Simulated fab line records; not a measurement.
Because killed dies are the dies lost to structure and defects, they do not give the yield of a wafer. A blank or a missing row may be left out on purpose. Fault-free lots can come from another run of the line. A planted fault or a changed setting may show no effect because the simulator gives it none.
Comparing a struck lot with a sound one + flow nand-harc + 27 steps out of a route of 1302
Sound: wafers L758.1, L758.4, L758.5. Wafers L749.1, L749.4 were the ones struck. At the end, the cause is stated.
For every step that has rows: the tool of each side, followed by ch and its chambers, followed by its first start. Under that, the readings that differ: sound wafers + struck wafers + difference of the means + sigmas: that difference in standard deviations of wafers without a fault.
alike: same words and numbers on both sides, and readings whose means sit less than 2 such deviations apart. not compared: any withheld reading, any reading some wafer has no value for, any bound like >300 that may hide the same value, and any number with overlapping values for which the record gives no deviation.
The two part at a step that has a row with sigmas, a row that says differs or no value, or rows on one side only. When numbers do not overlap yet have no deviation, they are printed without sigmas and do not part them. Lack of a reading on every wafer of one side parts them only where that side has two or more wafers.

NHARC_A_CHANNEL_HOLE_D2_INSPECT_12:
  struck on defect-inspect-02, day 16 15:26; sound on defect-inspect-01, day 20 08:50
  alike: raw-defect-count
then, 4 steps without rows for these wafers: NHARC_A_CHANNEL_HOLE_D2_DESCUM_15 (chemistry O2, time 3 s); NHARC_A_CHANNEL_HOLE_D2_ETCH_38 (etches the open film in CF4, target depth 39 nm, time 65 s); NHARC_A_CHANNEL_HOLE_D2_ETCH_39 (etches the open film in N2/H2, target depth 260 nm, time 325 s); NHARC_A_CHANNEL_HOLE_D2_ETCH_34 (etches the open film in CF4/CHF3, target depth 154 nm, time 77 s).
NHARC_A_CHANNEL_HOLE_D2_ETCH_16: etches the open film in O2/COS, target depth 3100 nm, time 806 s.
  sound: rie-diel-10 ch 0,1,2; struck: rie-diel-05 ch 2,3
| reading               | sound             | struck      | difference | sigmas |
|-----------------------|-------------------|-------------|------------|--------|
| oes-product-au (a.u.) | 1.015 1.014 1.018 | 0.982 0.982 | -0.034     | -3     |
  alike: drypump-motor-current-A, o2-flow-sccm, rf-vpp-V, showerhead-plenum-p-Torr, throttle-valve-pct
  not compared: rf-hours-counter-h
NHARC_A_CHANNEL_HOLE_D2_CD_MEAS_18:
  struck on cd-sem-02, day 16 16:37; sound on cd-sem-02, day 20 10:00
  alike: cd-nm
then, 1 step without rows for these wafers: NHARC_A_CHANNEL_HOLE_D2_ETCH_19 (etches the open film in C4F8/O2/Ar, time 34.5 s).
NHARC_A_CHANNEL_HOLE_D2_ETCH_20: etches the open film in C4F8/O2/Ar, time 361.9 s, target depth 1600 nm.
  sound on har-etch-02 ch 0, day 20 11:18; struck on har-etch-01 ch 1, day 16 18:24
| reading                         | sound          | struck    | difference | sigmas |
|---------------------------------|----------------|-----------|------------|--------|
| showerhead-plenum-p-Torr (Torr) | 3.91 3.91 3.91 | 3.48 3.48 | -0.43      | -2     |
  alike: drypump-motor-current-A, he-backside-leak-sccm, o2-flow-sccm, throttle-valve-pct
  not compared: rf-hours-counter-h
then, 1 step without rows for these wafers: NHARC_A_CHANNEL_HOLE_D2_ETCH_21 (etches the open film in C4F8/O2/Ar, time 514.3 s, target depth 1600 nm).
NHARC_A_CHANNEL_HOLE_D2_ETCH_22: etches the open film in C4F8/O2/Ar, time 666.7 s, target depth 1600 nm.
  sound on har-etch-02 ch 0, day 20 12:06; struck on har-etch-01 ch 1, day 16 19:11
| reading                         | sound          | struck    | difference | sigmas |
|---------------------------------|----------------|-----------|------------|--------|
| showerhead-plenum-p-Torr (Torr) | 3.91 3.91 3.91 | 3.48 3.48 | -0.43      | -2     |
  alike: drypump-motor-current-A, he-backside-leak-sccm, o2-flow-sccm, throttle-valve-pct
  not compared: rf-hours-counter-h
NHARC_A_CHANNEL_HOLE_D2_ETCH_23: etches the open film in C4F8/O2/Ar, time 819 s, target depth 1600 nm.
  sound on har-etch-02 ch 0, day 20 12:41; struck on har-etch-01 ch 1, day 16 19:46
| reading                         | sound          | struck    | difference | sigmas |
|---------------------------------|----------------|-----------|------------|--------|
| showerhead-plenum-p-Torr (Torr) | 3.91 3.91 3.91 | 3.48 3.48 | -0.43      | -2     |
  alike: drypump-motor-current-A, he-backside-leak-sccm, o2-flow-sccm, throttle-valve-pct
  not compared: rf-hours-counter-h
NHARC_A_CHANNEL_HOLE_D2_ETCH_24: etches the open film in C4F8/O2/Ar, time 906.2 s, target depth 1500 nm.
  sound on har-etch-02 ch 0, day 20 13:23; struck on har-etch-01 ch 1, day 16 20:28
| reading                         | sound          | struck    | difference | sigmas |
|---------------------------------|----------------|-----------|------------|--------|
| showerhead-plenum-p-Torr (Torr) | 3.90 3.90 3.90 | 3.48 3.48 | -0.42      | -2     |
  alike: drypump-motor-current-A, he-backside-leak-sccm, o2-flow-sccm, throttle-valve-pct
  not compared: rf-hours-counter-h
then, 1 step without rows for these wafers: NHARC_A_CHANNEL_HOLE_D2_ETCH_25 (etches the open film in C4F8/O2/Ar, time 1040.2 s, target depth 1500 nm).
NHARC_A_CHANNEL_HOLE_D2_ETCH_26: etches the open film in C4F8/O2/Ar, time 224.1 s, target depth 300 nm.
  sound on har-etch-02 ch 0, day 20 14:57; struck on har-etch-01 ch 1, day 16 22:01
| reading                         | sound          | struck    | difference | sigmas |
|---------------------------------|----------------|-----------|------------|--------|
| showerhead-plenum-p-Torr (Torr) | 3.96 3.96 3.96 | 3.52 3.52 | -0.44      | -2     |
  alike: bias-v, drypump-motor-current-A, he-backside-leak-sccm, o2-flow-sccm, throttle-valve-pct
  not compared: rf-hours-counter-h
then, 8 steps without rows for these wafers: NHARC_A_CHANNEL_HOLE_D2_ETCH_27 (etches the open film in C4F8/O2/Ar, time 90 s, target depth 400 nm); NHARC_A_CHANNEL_HOLE_D2_STRIP_41 (strips in N2/H2); NHARC_A_CHANNEL_HOLE_D2_STRIP_42 (strips in CF4/CHF3); NHARC_A_CHANNEL_HOLE_D2_STRIP_43 (strips in O2/COS); NHARC_A_CHANNEL_HOLE_D2_ETCH_44 (etches the open film in CF4/O2, target depth 140 nm, overetch 14 nm, time 77 s); NHARC_A_CHANNEL_HOLE_D2_STRIP_28 (strips in O2); NHARC_A_CHANNEL_HOLE_D2_PRECLEAN_29 (cleans in SC1); NHARC_A_CHANNEL_HOLE_D2_SRD_30.
NHARC_A_CHANNEL_HOLE_D2_CD_MEAS_31:
  struck on cd-sem-02, day 16 23:43; sound on cd-sem-03, day 20 16:40
  alike: cd-nm
next, for these wafers, 1 step has no rows: NHARC_A_CHANNEL_HOLE_D2_XSEM_32.
NHARC_A_CHANNEL_HOLE_D2_INSPECT_40:
  struck on defect-inspect-02, day 17 00:04; sound on defect-inspect-01, day 20 16:51
| reading          | sound       | struck    | difference | sigmas |
|------------------|-------------|-----------|------------|--------|
| raw-defect-count | 224 172 219 | 1323 1580 | +1246      | +13    |
  not compared: hold
-- the record jumps here: 11 days lie between the struck wafers' starts before and after (it left off in module A_CHANNEL_HOLE_D2 and takes up again in module END, whose first step shown is number 1302 of the route) --
NHARC_END_SORT_01:
  the record has rows for the struck wafers here (prober-01 ch 0, day 28 06:29) and none for the sound ones

== WHERE THEY PART ==
Last at NHARC_END_SORT_01 as far as this record goes, first at NHARC_A_CHANNEL_HOLE_D2_ETCH_16.

WHY: the cause the simulator had injected
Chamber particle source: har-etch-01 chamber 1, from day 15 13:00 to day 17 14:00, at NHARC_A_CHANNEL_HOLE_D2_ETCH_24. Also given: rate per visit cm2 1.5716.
